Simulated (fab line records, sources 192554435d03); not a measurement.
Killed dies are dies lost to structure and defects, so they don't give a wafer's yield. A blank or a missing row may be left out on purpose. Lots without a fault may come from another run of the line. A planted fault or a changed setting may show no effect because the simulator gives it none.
Chamber matching | flow n5_finfet | N5_GATE_CUT_ETCH_28 on rie_diel-03: 4 sister chambers
The step etches underlayer in N2/H2, target depth 13 nm, time 10.4 s. 18 wafers are shown with their chamber, then 9 later ones without.

WAFERS WITH THEIR CHAMBER
wafer  | chamber | showerhead_plenum_p_Torr (Torr) | drypump_motor_current_A (A) | throttle_valve_pct (%)
L077.2 | 3       | 2.51                            | 5.3                         | 18.13
L077.4 | 2       | 2.47                            | 5.3                         | 18.06
L077.5 | 3       | 2.51                            | 5.3                         | 18.15
L080.1 | 2       | 2.46                            | 5.3                         | 18.08
L080.2 | 0       | 2.50                            | 6.7                         | 17.71
L080.5 | 2       | 2.46                            | 5.3                         | 18.06
L081.2 | 2       | 2.46                            | 5.3                         | 18.07
L081.3 | 3       | 2.51                            | 5.3                         | 18.16
L081.4 | 1       | 2.66                            | 6.0                         | 18.18
L086.4 | 1       | 2.66                            | 6.0                         | 18.20
L086.5 | 3       | 2.50                            | 5.4                         | 18.19
L086.6 | 0       | 2.50                            | 6.6                         | 17.73
L088.1 | 3       | 2.50                            | 5.4                         | 18.21
L088.4 | 1       | 2.65                            | 6.0                         | 18.23
L088.6 | 1       | 2.65                            | 6.0                         | 18.20
L089.1 | 3       | 2.50                            | 5.4                         | 18.19
L089.2 | 2       | 2.45                            | 5.3                         | 18.11
L089.4 | 1       | 2.65                            | 5.9                         | 18.22

SIGNATURES (means of the wafers above)
reading                  | chamber 0 | chamber 1 | chamber 2 | chamber 3 | scatter within a chamber
showerhead_plenum_p_Torr | 2.5000    | 2.6540    | 2.4600    | 2.5050    | 0.00579
drypump_motor_current_A  | 6.650     | 5.980     | 5.300     | 5.350     | 0.0447
throttle_valve_pct       | 17.7200   | 18.2060   | 18.0760   | 18.1717   | 0.0238
Rule: a wafer's distance from a chamber is the root of the sum, over the readings, of the square of ((its reading less the chamber's mean) divided by the reading's scatter). The wafer belongs to the nearest chamber; if the next one is less than 2 further off, it can't be placed. The scatter: the root of (the sum of the squares of (reading less its chamber's mean) over the shown wafers, divided by (wafers less chambers)).

WAFERS WITHOUT THEIR CHAMBER
wafer  | showerhead_plenum_p_Torr (Torr) | drypump_motor_current_A (A) | throttle_valve_pct (%)
L090.2 | 2.65                            | 6.0                         | 18.22
L090.3 | 2.49                            | 6.7                         | 17.77
L090.5 | 2.65                            | 6.0                         | 18.21
L092.3 | 2.65                            | 6.0                         | 18.23
L092.5 | 2.45                            | 5.3                         | 18.13
L092.6 | 2.65                            | 5.9                         | 18.22
L094.1 | 2.45                            | 5.3                         | 18.12
L094.5 | 2.65                            | 5.9                         | 18.24
L094.6 | 2.45                            | 5.3                         | 18.10

WHICH CHAMBER EACH WENT THROUGH
wafer  | from the rows above | in truth
L090.2 | 1                   | 1
L090.3 | 0                   | 0
L090.5 | 1                   | 1
L092.3 | 1                   | 1
L092.5 | 2                   | 2
L092.6 | 1                   | 1
L094.1 | 2                   | 2
L094.5 | 1                   | 1
L094.6 | 2                   | 2
Placed correctly: 9 of 9. Can't be placed from these rows: 0. Placed wrongly: 0.
